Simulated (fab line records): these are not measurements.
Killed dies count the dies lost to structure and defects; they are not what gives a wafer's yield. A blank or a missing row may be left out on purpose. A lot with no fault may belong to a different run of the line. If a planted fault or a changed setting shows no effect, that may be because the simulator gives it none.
Which tool is to blame? || flow nandHarc || 24 lots, 72 wafers sampled, at 2 steps of a route of 1302

WHAT EACH GAUGE READ, for each wafer
NHARC_A_CONTACT_INSPECT_10. Usual: rawDefectCount at 93, with a standard deviation of 35.
{"lot": "L075", "measured": "day 22 15:35", "on": "defectInspect-01", "rawDefectCount": "21 27 14", "flag": ""}
{"lot": "L074", "measured": "day 22 20:05", "on": "defectInspect-02", "rawDefectCount": "54 39 55", "flag": ""}
{"lot": "L076", "measured": "day 23 03:34", "on": "defectInspect-01", "rawDefectCount": "148 174 120", "flag": ""}
{"lot": "L077", "measured": "day 23 05:40", "on": "defectInspect-01", "rawDefectCount": "66 55 56", "flag": ""}
{"lot": "L078", "measured": "day 24 12:32", "on": "defectInspect-02", "rawDefectCount": "103 117 116", "flag": ""}
{"lot": "L080", "measured": "day 25 03:27", "on": "defectInspect-01", "rawDefectCount": "63 69 75", "flag": ""}
{"lot": "L079", "measured": "day 25 06:34", "on": "defectInspect-02", "rawDefectCount": "111 123 118", "flag": ""}
{"lot": "L081", "measured": "day 25 18:52", "on": "defectInspect-01", "rawDefectCount": "147 175 183", "flag": ""}
{"lot": "L082", "measured": "day 26 03:11", "on": "defectInspect-02", "rawDefectCount": "70 61 61", "flag": ""}
{"lot": "L084", "measured": "day 26 10:47", "on": "defectInspect-02", "rawDefectCount": "140 135 115", "flag": ""}
{"lot": "L086", "measured": "day 26 10:38", "on": "defectInspect-01", "rawDefectCount": "63 65 68", "flag": ""}
{"lot": "L085", "measured": "day 26 14:08", "on": "defectInspect-02", "rawDefectCount": "109 120 110", "flag": ""}
{"lot": "L083", "measured": "day 26 16:35", "on": "defectInspect-01", "rawDefectCount": "84 105 89", "flag": ""}
{"lot": "L087", "measured": "day 27 18:44", "on": "defectInspect-01", "rawDefectCount": "158 151 132", "flag": ""}
{"lot": "L089", "measured": "day 27 19:03", "on": "defectInspect-01", "rawDefectCount": "78 63 69", "flag": ""}
{"lot": "L088", "measured": "day 28 11:51", "on": "defectInspect-01", "rawDefectCount": "80 96 106", "flag": ""}
{"lot": "L090", "measured": "day 29 02:00", "on": "defectInspect-01", "rawDefectCount": "51 71 55", "flag": ""}
{"lot": "L091", "measured": "day 29 23:17", "on": "defectInspect-01", "rawDefectCount": "81 90 86", "flag": ""}
{"lot": "L092", "measured": "day 30 00:37", "on": "defectInspect-01", "rawDefectCount": "129 147 144", "flag": ""}
{"lot": "L093", "measured": "day 30 03:13", "on": "defectInspect-01", "rawDefectCount": "92 94 103", "flag": ""}
{"lot": "L094", "measured": "day 30 05:56", "on": "defectInspect-01", "rawDefectCount": "94 86 84", "flag": ""}
{"lot": "L095", "measured": "day 30 15:49", "on": "defectInspect-02", "rawDefectCount": "72 75 84", "flag": ""}
{"lot": "L096", "measured": "day 31 09:40", "on": "defectInspect-01", "rawDefectCount": "77 95 91", "flag": ""}
{"lot": "L097", "measured": "day 32 04:10", "on": "defectInspect-01", "rawDefectCount": "87 87 103", "flag": ""}

WHICH TOOL RAN EACH LOT (tool, then ch and the chambers of the sampled wafers, then the start)
{"lot": "L075", "NHARC_A_CONTACT_DEP_84": "aclDep-02 ch 0, day 22 13:01"}
{"lot": "L074", "NHARC_A_CONTACT_DEP_84": "aclDep-03 ch 0, day 22 17:46"}
{"lot": "L076", "NHARC_A_CONTACT_DEP_84": "aclDep-02 ch 0, day 23 00:56"}
{"lot": "L077", "NHARC_A_CONTACT_DEP_84": "aclDep-03 ch 0, day 23 03:21"}
{"lot": "L078", "NHARC_A_CONTACT_DEP_84": "aclDep-03 ch 0, day 24 09:56"}
{"lot": "L080", "NHARC_A_CONTACT_DEP_84": "aclDep-01 ch 0, day 25 00:50"}
{"lot": "L079", "NHARC_A_CONTACT_DEP_84": "aclDep-03 ch 0, day 25 04:06"}
{"lot": "L081", "NHARC_A_CONTACT_DEP_84": "aclDep-01 ch 0, day 25 16:15"}
{"lot": "L082", "NHARC_A_CONTACT_DEP_84": "aclDep-03 ch 0, day 26 00:34"}
{"lot": "L084", "NHARC_A_CONTACT_DEP_84": "aclDep-01 ch 0, day 26 08:05"}
{"lot": "L086", "NHARC_A_CONTACT_DEP_84": "aclDep-03 ch 0, day 26 08:20"}
{"lot": "L085", "NHARC_A_CONTACT_DEP_84": "aclDep-03 ch 0, day 26 11:38"}
{"lot": "L083", "NHARC_A_CONTACT_DEP_84": "aclDep-01 ch 0, day 26 14:17"}
{"lot": "L087", "NHARC_A_CONTACT_DEP_84": "aclDep-01 ch 0, day 27 16:05"}
{"lot": "L089", "NHARC_A_CONTACT_DEP_84": "aclDep-02 ch 0, day 27 17:02"}
{"lot": "L088", "NHARC_A_CONTACT_DEP_84": "aclDep-02 ch 0, day 28 10:07"}
{"lot": "L090", "NHARC_A_CONTACT_DEP_84": "aclDep-02 ch 0, day 28 23:43"}
{"lot": "L091", "NHARC_A_CONTACT_DEP_84": "aclDep-02 ch 0, day 29 20:50"}
{"lot": "L092", "NHARC_A_CONTACT_DEP_84": "aclDep-01 ch 0, day 29 22:18"}
{"lot": "L093", "NHARC_A_CONTACT_DEP_84": "aclDep-02 ch 0, day 30 00:54"}
{"lot": "L094", "NHARC_A_CONTACT_DEP_84": "aclDep-03 ch 0, day 30 03:23"}
{"lot": "L095", "NHARC_A_CONTACT_DEP_84": "aclDep-01 ch 0, day 30 13:07"}
{"lot": "L096", "NHARC_A_CONTACT_DEP_84": "aclDep-03 ch 0, day 31 07:12"}
{"lot": "L097", "NHARC_A_CONTACT_DEP_84": "aclDep-03 ch 0, day 32 02:00"}
- NHARC_A_CONTACT_DEP_84: deposits aC, target thk 2800 nm.

AS READ BY THE TOOLS THEMSELVES (means over the sampled wafers that have a number; for cases with no such wafer, the mark the record gives instead)
NHARC_A_CONTACT_DEP_84. Usual: throttleValvePct at 34.999 %, with a standard deviation of 0.0093.
{"lot": "L075", "tool": "aclDep-02", "throttleValvePct (%)": 35.001, "flag": ""}
{"lot": "L074", "tool": "aclDep-03", "throttleValvePct (%)": 35.000, "flag": ""}
{"lot": "L076", "tool": "aclDep-02", "throttleValvePct (%)": 34.996, "flag": ""}
{"lot": "L077", "tool": "aclDep-03", "throttleValvePct (%)": 35.004, "flag": ""}
{"lot": "L078", "tool": "aclDep-03", "throttleValvePct (%)": 34.999, "flag": ""}
{"lot": "L080", "tool": "aclDep-01", "throttleValvePct (%)": 34.996, "flag": ""}
{"lot": "L079", "tool": "aclDep-03", "throttleValvePct (%)": 34.989, "flag": ""}
{"lot": "L081", "tool": "aclDep-01", "throttleValvePct (%)": 34.992, "flag": ""}
{"lot": "L082", "tool": "aclDep-03", "throttleValvePct (%)": 35.002, "flag": ""}
{"lot": "L084", "tool": "aclDep-01", "throttleValvePct (%)": 34.998, "flag": ""}
{"lot": "L086", "tool": "aclDep-03", "throttleValvePct (%)": 34.997, "flag": ""}
{"lot": "L085", "tool": "aclDep-03", "throttleValvePct (%)": 34.994, "flag": ""}
{"lot": "L083", "tool": "aclDep-01", "throttleValvePct (%)": 35.005, "flag": ""}
{"lot": "L087", "tool": "aclDep-01", "throttleValvePct (%)": 34.992, "flag": ""}
{"lot": "L089", "tool": "aclDep-02", "throttleValvePct (%)": 35.002, "flag": ""}
{"lot": "L088", "tool": "aclDep-02", "throttleValvePct (%)": 34.998, "flag": ""}
{"lot": "L090", "tool": "aclDep-02", "throttleValvePct (%)": 34.999, "flag": ""}
{"lot": "L091", "tool": "aclDep-02", "throttleValvePct (%)": 35.006, "flag": ""}
{"lot": "L092", "tool": "aclDep-01", "throttleValvePct (%)": 34.997, "flag": ""}
{"lot": "L093", "tool": "aclDep-02", "throttleValvePct (%)": 35.003, "flag": ""}
{"lot": "L094", "tool": "aclDep-03", "throttleValvePct (%)": 35.002, "flag": ""}
{"lot": "L095", "tool": "aclDep-01", "throttleValvePct (%)": 35.004, "flag": ""}
{"lot": "L096", "tool": "aclDep-03", "throttleValvePct (%)": 35.005, "flag": ""}
{"lot": "L097", "tool": "aclDep-03", "throttleValvePct (%)": 34.996, "flag": ""}

THE ANSWER, worked out from the rows above alone
Rule: a lot is off if the mean of its wafers that have a number lies more than 3 standard deviations from the usual mean. A lot without any number at a reading at which 4 lots or more have one is off too. All remaining lots with rows at the step are treated as sound. Order of review: gauges by route order, followed by the tools' own readings, for which a lot's mean as printed above is used. At the first step where some lot is off, the reading lying furthest off is the one used; lots without a number count as furthest.
Across all readings shown, no lot is off: no conclusion can be drawn from this.

WHAT HAD BEEN PUT IN BY THE SIMULATOR
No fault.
